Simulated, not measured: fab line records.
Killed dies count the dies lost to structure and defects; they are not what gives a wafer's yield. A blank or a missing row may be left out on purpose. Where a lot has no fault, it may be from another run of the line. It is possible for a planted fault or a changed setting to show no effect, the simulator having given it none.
Which tool was responsible? :: flow n5-finfet :: Sampling: 10 lots, 28 wafers, 4 of 1938 route steps

WHAT THE GAUGES SHOWED, per wafer
N5_BEOL_M4_RC_MEAS_101.
lot: L557
measured: day 9 00:19
on: prober-02
DIBL_N (mV/V): 37.7 36.5 36.5

lot: L558
measured: day 8 18:03
on: prober-02
DIBL_N (mV/V): 35.1 37.2 37.5

lot: L559
measured: day 8 14:13
on: prober-02
DIBL_N (mV/V): 32.8 35.9 34.4

lot: L561
measured: day 9 05:38
on: prober-02
DIBL_N (mV/V): 38.0 35.7 37.3

lot: L562
measured: day 9 04:58
on: prober-01
DIBL_N (mV/V): 38.8 36.9 37.5

lot: L563
measured: day 9 08:10
on: prober-01
DIBL_N (mV/V): 36.3 35.7 37.0

lot: L565
measured: day 10 05:55
on: prober-01
DIBL_N (mV/V): 34.8 34.6 36.1

lot: L567
measured: day 10 16:14
on: prober-01
DIBL_N (mV/V): 34.8 36.0

lot: L569
measured: day 11 09:40
on: prober-02
DIBL_N (mV/V): 34.9 37.9

lot: L579
measured: day 14 00:20
on: prober-01
DIBL_N (mV/V): 39.1 37.7 39.5

WHAT TOOL EACH LOT RAN ON (gives the tool, then ch and the chambers of the sampled wafers, and finally the start)
lot: L557
N5_HKMG_FIN_CVD_62: thermal-cvd-si-02 ch 0,1, day 4 09:16
N5_BEOL_M4_ANNEAL_49: pvd-sputter-03, day 8 21:12
N5_BEOL_M4_ANNEAL_80: pvd-sputter-03, day 8 21:25

lot: L558
N5_HKMG_FIN_CVD_62: thermal-cvd-si-01 ch 0,1, day 4 15:12
N5_BEOL_M4_ANNEAL_49: pvd-sputter-03, day 8 14:58
N5_BEOL_M4_ANNEAL_80: pvd-sputter-03, day 8 15:11

lot: L559
N5_HKMG_FIN_CVD_62: thermal-cvd-si-02 ch 0,1,2, day 4 22:37
N5_BEOL_M4_ANNEAL_49: pvd-sputter-01, day 8 11:05
N5_BEOL_M4_ANNEAL_80: pvd-sputter-01, day 8 11:19

lot: L561
N5_HKMG_FIN_CVD_62: thermal-cvd-si-02 ch 0,2, day 5 11:32
N5_BEOL_M4_ANNEAL_49: pvd-sputter-02, day 9 02:29
N5_BEOL_M4_ANNEAL_80: pvd-sputter-02, day 9 02:43

lot: L562
N5_HKMG_FIN_CVD_62: thermal-cvd-si-01 ch 0,2, day 5 17:16
N5_BEOL_M4_ANNEAL_49: pvd-sputter-01, day 9 02:04
N5_BEOL_M4_ANNEAL_80: pvd-sputter-01, day 9 02:17

lot: L563
N5_HKMG_FIN_CVD_62: thermal-cvd-si-02 ch 1,2, day 6 01:20
N5_BEOL_M4_ANNEAL_49: pvd-sputter-01, day 9 05:23
N5_BEOL_M4_ANNEAL_80: pvd-sputter-01, day 9 05:36

lot: L565
N5_HKMG_FIN_CVD_62: thermal-cvd-si-02 ch 0,1,2, day 6 14:57
N5_BEOL_M4_ANNEAL_49: pvd-sputter-02, day 10 03:08
N5_BEOL_M4_ANNEAL_80: pvd-sputter-02, day 10 03:22

lot: L567
N5_HKMG_FIN_CVD_62: thermal-cvd-si-02 ch 0,2, day 7 03:55
N5_BEOL_M4_ANNEAL_49: pvd-sputter-02, day 10 12:58
N5_BEOL_M4_ANNEAL_80: pvd-sputter-02, day 10 13:11

lot: L569
N5_HKMG_FIN_CVD_62: thermal-cvd-si-02 ch 1, day 7 11:14
N5_BEOL_M4_ANNEAL_49: pvd-sputter-02, day 11 06:53
N5_BEOL_M4_ANNEAL_80: pvd-sputter-02, day 11 07:06

lot: L579
N5_HKMG_FIN_CVD_62: thermal-cvd-si-02 ch 0,1,2, day 9 19:29
N5_BEOL_M4_ANNEAL_49: pvd-sputter-03, day 13 21:02
N5_BEOL_M4_ANNEAL_80: pvd-sputter-03, day 13 21:15
- N5_HKMG_FIN_CVD_62: deposits a-Si from Si2H6, target thk 3 nm, time 20.8 s.
- N5_BEOL_M4_ANNEAL_49: time 240 s.
- N5_BEOL_M4_ANNEAL_80: time 240 s.

THE ANSWER, worked out from the rows above alone
Rule: the usual values come from the lots themselves. The widest of any qualifying gaps counts: lots, ordered by their means at a reading, are off when they make up no more than a third of the lots, leave a main group of 4 or more, and stand apart from it by 3 or more times the standard deviation of that group's means. Not used: any main group whose means are identical at the precision the tables above print for the reading. A lot without any number at a reading at which 4 lots or more have one is off too. The other lots that the step has rows for count as sound.
None of the lots is off at any reading shown; this tells nothing.

WHAT HAD BEEN PUT IN BY THE SIMULATOR
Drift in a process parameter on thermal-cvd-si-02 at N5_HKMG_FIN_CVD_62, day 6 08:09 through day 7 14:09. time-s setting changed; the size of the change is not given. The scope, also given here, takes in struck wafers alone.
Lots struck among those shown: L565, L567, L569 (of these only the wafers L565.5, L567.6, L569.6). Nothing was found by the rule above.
